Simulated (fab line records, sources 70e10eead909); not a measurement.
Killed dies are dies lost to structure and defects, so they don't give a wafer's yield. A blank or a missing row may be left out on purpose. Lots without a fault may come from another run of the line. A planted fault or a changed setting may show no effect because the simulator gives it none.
Chamber matching | flow nand_harc | NHARC_A_CHANNEL_FILL_D2_CMP_10 on cmp-04: 4 sister chambers
The step polishes, target thk 150 nm. 8 wafers are shown with their chamber, then 10 later ones without.

WAFERS WITH THEIR CHAMBER
wafer  | chamber | motor_current_A (A) | time_to_endpoint_s (s)
L077.5 | 3       | 10.2                | 12.5
L078.4 | 3       | 9.8                 | 12.0
L079.2 | 0       | 11.4                | 14.1
L083.2 | 2       | 12.3                | 16.0
L083.4 | 1       | 10.5                | 12.9
L083.6 | 0       | 12.0                | 10.5
L088.2 | 2       | 12.2                | 14.3
L088.4 | 1       | 10.4                | 11.0

WAFERS WITHOUT THEIR CHAMBER
wafer  | motor_current_A (A) | time_to_endpoint_s (s)
L088.5 | 10.6                | 11.4
L091.2 | 11.6                | 12.3
L091.4 | 12.4                | 16.7
L091.6 | 10.8                | 11.4
L094.2 | 12.0                | 10.2
L094.5 | 12.3                | 11.0
L094.6 | 10.2                | 13.3
L095.3 | 10.2                | 10.9
L095.5 | 12.7                | 12.9
L095.6 | 11.0                | 14.5

WHICH CHAMBER EACH WENT THROUGH
wafer  | from the rows above          | in truth
L088.5 | can't be placed: 1 or 3      | 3
L091.2 | 0                            | 0
L091.4 | 2                            | 2
L091.6 | can't be placed: 1 or 3      | 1
L094.2 | can't be placed: 0 or 2      | 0
L094.5 | can't be placed: 0 or 2      | 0
L094.6 | can't be placed: 3 or 1      | 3
L095.3 | can't be placed: 3 or 1      | 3
L095.5 | can't be placed: 2 or 0      | 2
L095.6 | can't be placed: 1 or 0 or 3 | 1
Placed correctly: 2 of 10. Can't be placed from these rows: 8 (the true chamber is among the candidates in 8). Placed wrongly: 0.
How it was worked out, from the rows above alone: a wafer's distance from a chamber is the root of the sum, over the readings, of the square of ((its reading less the chamber's mean) divided by the reading's scatter). The wafer belongs to the nearest chamber; if the next one is less than 2 further off, it can't be placed. A chamber's mean is the mean of its shown wafers. The scatter: the root of (the sum of the squares of (reading less its chamber's mean) over the shown wafers, divided by (wafers less chambers)).
